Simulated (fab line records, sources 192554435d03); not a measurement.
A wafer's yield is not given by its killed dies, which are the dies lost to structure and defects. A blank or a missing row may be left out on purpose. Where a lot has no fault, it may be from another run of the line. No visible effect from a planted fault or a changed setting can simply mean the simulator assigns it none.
Which tool is to blame?	flow n5_finfet	route of 1938 steps, sampled at 1 step: 11 lots, 33 wafers

## WHAT THE GAUGES SHOWED, per wafer
N5_WELL_APT_INSPECT_27: inspects for defects (macro).
lot	measured	on	raw_defect_count
L075	day 1 21:01	defect_inspect-02	3 2 0
L078	day 2 15:17	defect_inspect-01	1 0 3
L080	day 3 03:24	defect_inspect-01	0 1 5
L082	day 3 14:57	defect_inspect-02	3 4 1
L084	day 4 02:47	defect_inspect-02	5 3 4
L086	day 4 16:15	defect_inspect-02	5 3 3
L088	day 5 03:02	defect_inspect-01	4 2 0
L090	day 5 15:16	defect_inspect-01	2 3 3
L092	day 6 03:19	defect_inspect-02	3 0 2
L094	day 6 15:43	defect_inspect-01	1 3 1
L096	day 7 04:16	defect_inspect-02	4 2 4

## WHICH TOOL RAN EACH LOT (tool, then ch and the chambers of the sampled wafers, then the start)
No process step before these readings appears in the record.

## THE ANSWER, worked out from the rows above alone
Rule: the usual values come from the lots themselves. Put in order of their means at a reading, lots are off if they are a third of the lots or fewer, leave a main group of 4 or more, and stand apart from it by a gap of 3 or more times the standard deviation of the main group's means; of several such gaps the widest counts. A main group is skipped when, at the precision printed for the reading in the tables above, its means are all equal. Also off: a lot with no number at a reading for which 4 or more lots have one. Where the step has rows for the other lots, those lots are counted as sound.
No lot is off at any reading shown: from this, nothing can be told.

## WHAT HAD BEEN PUT IN BY THE SIMULATOR
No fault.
